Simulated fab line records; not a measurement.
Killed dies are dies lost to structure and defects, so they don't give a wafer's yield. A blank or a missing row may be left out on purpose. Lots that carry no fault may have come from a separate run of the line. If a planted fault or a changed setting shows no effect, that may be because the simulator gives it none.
The tool behind it: which one? + flow nand_harc + 6 lots with 18 wafers sampled at 3 steps, on a route of 1159 steps

WHAT THE GAUGES READ, wafer by wafer
NHARC_A_BLC_CD_MEAS_10: the cd target is 100 nm.
| lot  | measured     | on        | cd_nm (nm)        |
|------|--------------|-----------|-------------------|
| L959 | day 17 19:15 | cd_sem-01 | 100.4 100.1 100.3 |
| L965 | day 18 11:51 | cd_sem-01 | 99.2 99.4 99.6    |
| L967 | day 19 07:38 | cd_sem-03 | 104.3 104.3 103.9 |
| L977 | day 22 00:08 | cd_sem-01 | 99.3 99.6 99.4    |
| L979 | day 22 17:21 | cd_sem-02 | 99.2 100.1 99.1   |
| L982 | day 23 17:07 | cd_sem-03 | 100.4 100.6 100.2 |

WHICH TOOL RAN EACH LOT (tool, then ch and the chambers of the sampled wafers, then the start)
| lot  | NHARC_A_CONTACT_ETCH_137             | NHARC_A_BLC_EXPOSE_07              |
|------|--------------------------------------|------------------------------------|
| L959 | har_cap_etch-02 ch 0,1, day 17 14:53 | arfi_scanner-03 ch 0, day 17 19:06 |
| L965 | har_cap_etch-03 ch 1, day 18 03:11   | arfi_scanner-02 ch 0, day 18 11:43 |
| L967 | har_cap_etch-01 ch 0,1, day 19 00:37 | arfi_scanner-02 ch 0, day 19 07:29 |
| L977 | har_cap_etch-02 ch 0,1, day 21 15:39 | arfi_scanner-01 ch 0, day 22 00:01 |
| L979 | har_cap_etch-02 ch 0,1, day 22 10:26 | arfi_scanner-01 ch 0, day 22 17:13 |
| L982 | har_cap_etch-02 ch 0,1, day 23 13:02 | arfi_scanner-03 ch 0, day 23 16:59 |
- NHARC_A_CONTACT_ETCH_137: etches the open film in C4F8/O2/Ar, time 132 s, target depth 1287 nm.
- NHARC_A_BLC_EXPOSE_07: exposes mask A BLC, target cd 100 nm.

THE ANSWER, worked out from the rows above alone
Rule: the usual values come from the lots themselves. The widest of any qualifying gaps counts: lots, ordered by their means at a reading, are off when they make up no more than a third of the lots, leave a main group of 4 or more, and stand apart from it by 3 or more times the standard deviation of that group's means. A main group is skipped when, at the precision printed for the reading in the tables above, its means are all equal. A lot without any number at a reading at which 4 lots or more have one is off too. Where the step has rows for the other lots, those lots are counted as sound.
Off, at NHARC_A_BLC_CD_MEAS_10 on cd_nm: L967. The main group has a mean of 99.8 nm with a standard deviation of 0.44.
A tool fits if, at a process step before that reading, it ran every lot that is off, and no sound lot after the first of them. The gauges at NHARC_A_BLC_CD_MEAS_10 are tried like those tools. Can't be told from this: 2 tools fit, har_cap_etch-01 at NHARC_A_CONTACT_ETCH_137, arfi_scanner-02 at NHARC_A_BLC_EXPOSE_07.

WHAT THE SIMULATOR PUT IN
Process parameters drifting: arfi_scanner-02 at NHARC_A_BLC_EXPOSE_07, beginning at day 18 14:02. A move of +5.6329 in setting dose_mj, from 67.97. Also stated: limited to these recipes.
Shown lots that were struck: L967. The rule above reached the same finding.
